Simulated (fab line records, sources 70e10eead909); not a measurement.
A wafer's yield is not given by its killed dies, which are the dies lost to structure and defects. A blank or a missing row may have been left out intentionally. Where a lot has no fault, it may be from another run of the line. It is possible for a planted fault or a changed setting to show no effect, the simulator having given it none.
fab line records + flow nandHarc
record:
- lots: 14
- wafers: 42
- lastDay: 25
route steps=1159 shown A_CONTACT@912 END@1159
lots with no fault: from the same line, run without faults
startH: hours from the record's first day to the start of the lot's first wafer shown + waitH: time in hours since the lot's previous step + " unchanged from the row above + L1.1+2: a single row standing in for several wafers + - no value present, or no start provided + * or withheld: withheld + < > ~ a bound
route shown NAME@n: a module of which the file shows steps, and the number in the route of the first + usual: mean/standard deviation of fault-free wafers + same: alike in all rows + chamber/n: place in a boat + sites: each site's reading + _std_site: the values' standard deviation + _edge_site: inner sites' mean taken away from outer sites' mean + radiusMm: how far each site lies from the wafer's centre + mask NAME#n: copy n + behind: the tool/chamber that last shaped the wafer + hold: reason for holding the lot/hours on hold/outcome of the hold + device: names the non-switching transistor (n, p or np) + end of line: the tests these same wafers got at the end of their route + for a step that has no rows: nothing shown but its recipe + killed: dies that structure and defects cost at the first sort, which is not the same as the wafer's yield + map: per-die view of a wafer (x killed, . not killed, _ where there is no die)
set.NAME: setting as actually run; set.NAME@STEP: the setting as run at that earlier step + model.NAME: the simulator's own value behind a step, which no gauge read
steps of the route over a sample of lots; a table a step, a row a wafer
services: from which hour (startH, from the record's first day; less than 0 if before it) a tool's chamber was out of use, for how many hours, and why
== steps ==
step: NHARC_A_CONTACT_ETCH_132
recipe:
- sourceW: withheld
- pressureMtorr: 20
- biasV: 1200
- timeS: 156
- targetDepthA: 9580
- arFlowSccm: withheld
- c4f8FlowSccm: withheld
- o2FlowSccm: withheld
- chemistry: C4F8/O2/Ar
| lot.wafer | tool          | chamber | startH | waitH | rfHoursCounterH |
|-----------|---------------|---------|--------|-------|-----------------|
| L328.2    | harCapEtch-02 | 0       | 381.61 | 0.1   | 13              |
| L328.1    | "             | 1       | "      | "     | 13              |
| L328.3    | "             | 1       | "      | "     | -               |
| L327.1    | harCapEtch-03 | 0       | 383.26 | 0.1   | 85              |
| L327.6    | "             | 1       | "      | "     | -               |
| L327.5    | "             | 0       | "      | "     | -               |
| L330.2    | harCapEtch-01 | 1       | 387.64 | 0.2   | 56              |
| L330.1    | "             | 0       | "      | "     | 56              |
| L330.6    | "             | 0       | "      | "     | -               |
| L329.1    | harCapEtch-02 | 1       | 391.35 | 0.1   | 16              |
| L329.3    | "             | 0       | "      | "     | -               |
| L329.5    | "             | 0       | "      | "     | -               |
| L332.2    | harCapEtch-01 | 0       | 392.74 | 0.1   | 58              |
| L332.3    | "             | 0       | "      | "     | -               |
| L332.6    | "             | 1       | "      | "     | -               |
| L331.3    | harCapEtch-02 | 0       | 408.70 | 0.1   | -               |
| L331.4    | "             | 1       | "      | "     | -               |
| L331.6    | "             | 0       | "      | "     | -               |
| L334.4    | harCapEtch-02 | 1       | 420.91 | 0.1   | -               |
| L334.3    | "             | 0       | "      | "     | -               |
| L334.6    | "             | 0       | "      | "     | -               |
| L341.1    | harCapEtch-01 | 1       | 471.09 | 0.1   | 68              |
| L341.2    | "             | 0       | "      | "     | 68              |
| L341.4    | "             | 0       | "      | "     | -               |
| L338.2    | harCapEtch-03 | 0       | 472.44 | 0.1   | 98              |
| L338.5    | "             | 1       | "      | "     | -               |
| L338.6    | "             | 0       | "      | "     | -               |
| L342.3    | harCapEtch-03 | 0       | 487.81 | 0.1   | -               |
| L342.6    | "             | 0       | "      | "     | -               |
| L342.5    | "             | 1       | "      | "     | -               |
| L346.1    | harCapEtch-03 | 1       | 507.50 | 0.1   | 106             |
| L346.4    | "             | 1       | "      | "     | -               |
| L346.3    | "             | 0       | "      | "     | -               |
| L348.3    | harCapEtch-03 | 1       | 517.35 | 0.1   | -               |
| L348.6    | "             | 1       | "      | "     | -               |
| L348.5    | "             | 0       | "      | "     | -               |
| L349.1    | harCapEtch-01 | 1       | 517.87 | 0.1   | 76              |
| L349.2    | "             | 0       | "      | "     | 76              |
| L349.3    | "             | 1       | "      | "     | -               |
| L350.1    | harCapEtch-03 | 1       | 530.15 | 0.1   | 111             |
| L350.4    | "             | 0       | "      | "     | -               |
| L350.3    | "             | 1       | "      | "     | -               |
step: NHARC_A_CONTACT_DEP_85
recipe:
- targetThkA: 500
- targetThkNm: 50
- tempC: 400
- pressureTorr: 3.5
- flowSccm: 200
- rfW: 350
- material: SiON
usual:
- heaterPowerW: 730/83
| lot.wafer | tool     | chamber | startH | waitH | heaterPowerW | sinceWetCleanH |
|-----------|----------|---------|--------|-------|--------------|----------------|
| L328.2    | pecvd-03 | 2       | 385.21 | 0.8   | 828          | 80             |
| L328.1    | "        | 0       | "      | "     | 695          | 80             |
| L328.3    | "        | 1       | "      | "     | 754          | 80             |
| L327.1    | pecvd-03 | 1       | 386.41 | 1.1   | 688          | 81             |
| L327.6    | "        | 1       | "      | "     | 714          | -              |
| L327.5    | "        | 2       | "      | "     | 858          | -              |
| L330.2    | pecvd-03 | 2       | 390.95 | 0.9   | 775          | 86             |
| L330.1    | "        | 1       | "      | "     | 735          | 86             |
| L330.6    | "        | 0       | "      | "     | 626          | -              |
| L329.3    | pecvd-03 | 2       | 394.50 | 0.6   | 839          | 89             |
| L329.1    | "        | 0       | "      | "     | 596          | 89             |
| L329.5    | "        | 2       | "      | "     | 834          | -              |
| L332.3    | pecvd-01 | 2       | 396.14 | 0.7   | 732          | 146            |
| L332.2    | "        | 0       | "      | "     | 738          | 146            |
| L332.6    | "        | 0       | "      | "     | 751          | -              |
| L331.4    | pecvd-03 | 0       | 416.04 | 0.6   | 688          | -              |
| L331.3    | "        | 1       | "      | "     | 740          | -              |
| L331.6    | "        | 0       | "      | "     | 676          | -              |
| L334.3    | pecvd-04 | 1       | 427.77 | 0.7   | 627          | 39             |
| L334.4    | "        | 0       | "      | "     | 683          | -              |
| L334.6    | "        | 2       | "      | "     | 849          | -              |
| L341.2    | pecvd-04 | 2       | 475.86 | 0.9   | 721          | 87             |
| L341.1    | "        | 0       | "      | "     | 819          | 87             |
| L341.4    | "        | 1       | "      | "     | 565          | -              |
| L338.2    | pecvd-04 | 1       | 477.07 | 0.8   | 577          | 88             |
| L338.6    | "        | 2       | "      | "     | 854          | -              |
| L338.5    | "        | 0       | "      | "     | 768          | -              |
| L342.3    | pecvd-01 | 2       | 493.59 | 0.7   | 668          | 63             |
| L342.5    | "        | 2       | "      | "     | 652          | -              |
| L342.6    | "        | 0       | "      | "     | 735          | -              |
| L346.1    | pecvd-04 | 0       | 510.76 | 1.1   | 761          | 122            |
| L346.3    | "        | 1       | "      | "     | 651          | 122            |
| L346.4    | "        | 2       | "      | "     | 815          | -              |
| L348.3    | pecvd-03 | 1       | 520.74 | 0.7   | 873          | 35             |
| L348.5    | "        | 0       | "      | "     | 608          | -              |
| L348.6    | "        | 1       | "      | "     | 877          | -              |
| L349.1    | pecvd-01 | 2       | 521.52 | 1.1   | 742          | 91             |
| L349.2    | "        | 0       | "      | "     | 772          | 91             |
| L349.3    | "        | 1       | "      | "     | 657          | 91             |
| L350.3    | pecvd-04 | 1       | 533.56 | 0.7   | 596          | 144            |
| L350.1    | "        | 2       | "      | "     | 855          | 144            |
| L350.4    | "        | 2       | "      | "     | 859          | -              |
step: NHARC_A_CONTACT_SOFTBAKE_03
recipe:
- tempC: 105
- timeS: 55
usual:
- heaterPowerTotalW: 188.44/0.13
| lot.wafer | tool          | chamber | startH | waitH | heaterPowerTotalW |
|-----------|---------------|---------|--------|-------|-------------------|
| L328.1    | lithoTrack-06 | 0       | 385    | -     | 188.28            |
| L328.2    | "             | 0       | "      | "     | 188.47            |
| L328.3    | "             | 0       | "      | "     | 188.42            |
| L327.1    | lithoTrack-04 | 0       | 386    | -     | 188.51            |
| L327.5    | "             | 0       | "      | "     | 188.44            |
| L327.6    | "             | 0       | "      | "     | 188.31            |
| L330.1    | lithoTrack-06 | 0       | 391    | -     | 188.71            |
| L330.2    | "             | 0       | "      | "     | 188.41            |
| L330.6    | "             | 0       | "      | "     | 188.74            |
| L329.1    | lithoTrack-04 | 0       | 394    | -     | 188.27            |
| L329.3    | "             | 0       | "      | "     | 188.47            |
| L329.5    | "             | 0       | "      | "     | 188.37            |
| L332.2    | lithoTrack-04 | 0       | 396    | -     | 188.41            |
| L332.3    | "             | 0       | "      | "     | 188.63            |
| L332.6    | "             | 0       | "      | "     | 188.67            |
| L331.3    | lithoTrack-01 | 0       | 416    | -     | 188.45            |
| L331.4    | "             | 0       | "      | "     | 188.62            |
| L331.6    | "             | 0       | "      | "     | 188.35            |
| L334.3    | lithoTrack-01 | 0       | 428    | -     | 188.72            |
| L334.4    | "             | 0       | "      | "     | 188.27            |
| L334.6    | "             | 0       | "      | "     | 188.66            |
| L341.1    | lithoTrack-04 | 0       | 476    | -     | 188.38            |
| L341.2    | "             | 0       | "      | "     | 188.70            |
| L341.4    | "             | 0       | "      | "     | 188.46            |
| L338.2    | lithoTrack-06 | 0       | 477    | -     | 185.47            |
| L338.5    | "             | 0       | "      | "     | 185.54            |
| L338.6    | "             | 0       | "      | "     | 185.64            |
| L342.3    | lithoTrack-06 | 0       | 493    | -     | 185.59            |
| L342.5    | "             | 0       | "      | "     | 185.43            |
| L342.6    | "             | 0       | "      | "     | 185.52            |
| L346.1    | lithoTrack-01 | 0       | 511    | -     | 188.72            |
| L346.3    | "             | 0       | "      | "     | 188.47            |
| L346.4    | "             | 0       | "      | "     | 188.74            |
| L348.3    | lithoTrack-04 | 0       | 520    | -     | 188.35            |
| L348.5    | "             | 0       | "      | "     | 188.55            |
| L348.6    | "             | 0       | "      | "     | 188.49            |
| L349.1    | lithoTrack-01 | 0       | 521    | -     | 188.43            |
| L349.2    | "             | 0       | "      | "     | 188.45            |
| L349.3    | "             | 0       | "      | "     | 188.22            |
| L350.1    | lithoTrack-01 | 0       | 533    | -     | 188.62            |
| L350.3    | "             | 0       | "      | "     | 188.41            |
| L350.4    | "             | 0       | "      | "     | 188.56            |
step: NHARC_A_CONTACT_OVL_MEAS_09
usual:
- overlayXNm: -0.4/0.91
- overlayYNm: 0.0/0.95
| lot.wafer | tool       | chamber | startH | waitH | overlayXNm | overlayYNm |
|-----------|------------|---------|--------|-------|------------|------------|
| L328.1    | overlay-02 | -       | 386.02 | -     | 0.7        | -0.8       |
| L328.2    | "          | -       | "      | "     | 1.3        | -0.8       |
| L328.3    | "          | -       | "      | "     | 1.0        | -0.9       |
| L327.1    | overlay-01 | -       | 387.22 | -     | -1.0       | -0.6       |
| L327.5    | "          | -       | "      | "     | -0.9       | -0.7       |
| L327.6    | "          | -       | "      | "     | -1.3       | -0.7       |
| L330.1    | overlay-02 | -       | 391.64 | -     | -0.2       | -0.8       |
| L330.2    | "          | -       | "      | "     | 0.1        | -1.3       |
| L330.6    | "          | -       | "      | "     | 0.1        | -1.1       |
| L329.1    | overlay-02 | -       | 395.19 | -     | -0.9       | 0.9        |
| L329.3    | "          | -       | "      | "     | -0.6       | 1.0        |
| L329.5    | "          | -       | "      | "     | -1.0       | 0.7        |
| L332.2    | overlay-02 | -       | 396.83 | -     | 0.2        | 1.4        |
| L332.3    | "          | -       | "      | "     | -0.1       | 1.5        |
| L332.6    | "          | -       | "      | "     | 0.2        | 0.8        |
| L331.3    | overlay-01 | -       | 416.74 | -     | 1.5        | 0.1        |
| L331.4    | "          | -       | "      | "     | 1.3        | 1.0        |
| L331.6    | "          | -       | "      | "     | 1.0        | 0.5        |
| L334.3    | overlay-02 | -       | 428.56 | -     | 0.3        | 0.0        |
| L334.4    | "          | -       | "      | "     | -0.3       | -0.8       |
| L334.6    | "          | -       | "      | "     | 0.5        | -0.4       |
| L341.1    | overlay-02 | -       | 476.64 | -     | -0.2       | -1.2       |
| L341.2    | "          | -       | "      | "     | -0.7       | -1.0       |
| L341.4    | "          | -       | "      | "     | -0.3       | -1.2       |
| L338.2    | overlay-02 | -       | 477.75 | -     | -1.2       | 1.5        |
| L338.5    | "          | -       | "      | "     | -0.7       | 1.1        |
| L338.6    | "          | -       | "      | "     | -0.6       | 0.9        |
| L342.3    | overlay-02 | -       | 494.41 | -     | -2.2       | 1.3        |
| L342.5    | "          | -       | "      | "     | -2.4       | 0.3        |
| L342.6    | "          | -       | "      | "     | -2.0       | 0.6        |
| L346.1    | overlay-01 | -       | 511.54 | -     | -0.1       | 0.1        |
| L346.3    | "          | -       | "      | "     | -0.3       | -0.3       |
| L346.4    | "          | -       | "      | "     | 0.0        | -0.3       |
| L348.3    | overlay-01 | -       | 521.52 | -     | -0.4       | 0.3        |
| L348.5    | "          | -       | "      | "     | -0.1       | -0.1       |
| L348.6    | "          | -       | "      | "     | 0.4        | 0.4        |
| L349.1    | overlay-02 | -       | 522.20 | -     | -0.1       | 0.4        |
| L349.2    | "          | -       | "      | "     | -0.1       | 1.0        |
| L349.3    | "          | -       | "      | "     | -0.4       | 0.4        |
| L350.1    | overlay-01 | -       | 534.34 | -     | 0.0        | -0.7       |
| L350.3    | "          | -       | "      | "     | -0.1       | 0.1        |
| L350.4    | "          | -       | "      | "     | 0.1        | -0.6       |
step: NHARC_END_SORT_01
recipe:
- tempC: 25
usual:
- killedAtArray: 29/10
- killedAtOther: 0.7/1.1
- killedAtPeriphery: 3.3/2.4
- killedDies: 33/11
- killedOpen: 3.3/2
- killedShort: 1.9/1.3
same:
- grossDies: 677
| lot.wafer | tool      | chamber | startH | waitH | killedAtArray | killedAtOther | killedAtPeriphery | killedDies | killedOpen | killedShort |
|-----------|-----------|---------|--------|-------|---------------|---------------|-------------------|------------|------------|-------------|
| L348.3    | prober-01 | 0       | 583.79 | 3.1   | 45            | 0             | 5                 | 50         | 3          | 1           |
| L348.5    | prober-01 | 0       | 585.41 | 3.7   | 46            | 4             | 2                 | 52         | 1          | 2           |
| L348.6    | prober-01 | 0       | 586.22 | 4.1   | 45            | 0             | 5                 | 50         | 5          | 1           |
killed by level:class
L348.3 A_CHANNEL_HOLE_D1:chamberFilmFlake=20 A_SLIT:chamberFilmFlake=19 P_ZERO_WELL:chamberFilmFlake=2 P_M2:chamberFilmFlake=2 A_STAIRCASE:chamberFilmFlake=2 P_CONTACT:geometricParticle:short=1 A_CHANNEL_FILL_D1:geometricParticle:open=1 A_WL_FILL:geometricParticle:open=1
L348.5 A_CHANNEL_HOLE_D1:chamberFilmFlake=22 A_SLIT:chamberFilmFlake=18 THIN_TSV:chamberFilmFlake=3 A_CONTACT:chamberFilmFlake=2 A_STAIRCASE:chamberFilmFlake=2 P_GATE:geometricParticle:open=1 A_SOURCE_PLATE:geometricParticle:short=1 A_CONTACT:geometricParticle:short=1
L348.6 A_CHANNEL_HOLE_D1:chamberFilmFlake=18 A_SLIT:chamberFilmFlake=18 A_CONTACT:chamberFilmFlake=3 A_M0:geometricParticle:open=2 P_ZERO_WELL:chamberFilmFlake=2 P_STI:geometricParticle:open=1 P_M0:geometricParticle:open=1 A_ONON_D1:geometricParticle:short=1
== services ==
| tool          | chamber | startH | hours | kind      |
|---------------|---------|--------|-------|-----------|
| pecvd-03      | -       | 374.67 | 0.6   | repair    |
| pecvd-04      | -       | 376.11 | 13.0  | pm        |
| pecvd-04      | 0       | 376.11 | 13.0  | ventCycle |
| pecvd-04      | 1       | 376.11 | 13.0  | ventCycle |
| pecvd-04      | 2       | 376.11 | 13.0  | ventCycle |
| pecvd-04      | 0       | 389.11 | -     | clean     |
| pecvd-04      | 1       | 389.11 | -     | clean     |
| pecvd-04      | 2       | 389.11 | -     | clean     |
| pecvd-03      | 2       | 412.33 | 5.0   | repair    |
| pecvd-01      | -       | 418.04 | 13.0  | pm        |
| pecvd-04      | -       | 438.58 | 0.4   | repair    |
| lithoTrack-01 | -       | 443.01 | 7.0   | pm        |
| pecvd-03      | -       | 444.02 | 0.9   | repair    |
| pecvd-04      | -       | 458.26 | 2.2   | repair    |
| lithoTrack-06 | -       | 467.00 | 7.0   | pm        |
| pecvd-03      | -       | 473.15 | 13.0  | pm        |
| pecvd-03      | 0       | 473.15 | 13.0  | ventCycle |
| pecvd-03      | 1       | 473.15 | 13.0  | ventCycle |
| pecvd-03      | 2       | 473.15 | 13.0  | ventCycle |
| pecvd-03      | 0       | 486.15 | -     | clean     |
| pecvd-03      | 1       | 486.15 | -     | clean     |
| pecvd-03      | 2       | 486.15 | -     | clean     |
| lithoTrack-04 | -       | 491.00 | 7.0   | pm        |
| pecvd-03      | -       | 499.13 | 4.5   | repair    |
== key ==
firstSign:
- step: NHARC_A_CONTACT_SOFTBAKE_03
- reading: heaterPowerTotalW
- direction: down
- sigmas: 22
- usual: *
- struck: *
effect none on later readings
metAt NHARC_A_CONTACT_SOFTBAKE_03
struckLots L338,L342
testerLeftOut L338,L342
notActingAt NHARC_A_CONTACT_ETCH_132,NHARC_A_CONTACT_DEP_85,NHARC_A_CONTACT_OVL_MEAS_09
onsetBetween 391 477
fault:
- kind: processParameterDrift
- tool: lithoTrack-06
- chamber: -
- onsetH: 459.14
- steps: NHARC_A_CONTACT_SOFTBAKE_03
- channel: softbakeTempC
- offset: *
- shape: step
- endH: 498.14
- actsIn: *
- stated: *
testerLeftOut: of these lots the tester's yield and bins aren't shown, on N5 and GAA mostly nor the transistor test; their killed dies are dies lost to structure and defects alone, not to doping, threshold or leakage, so they don't give the yield
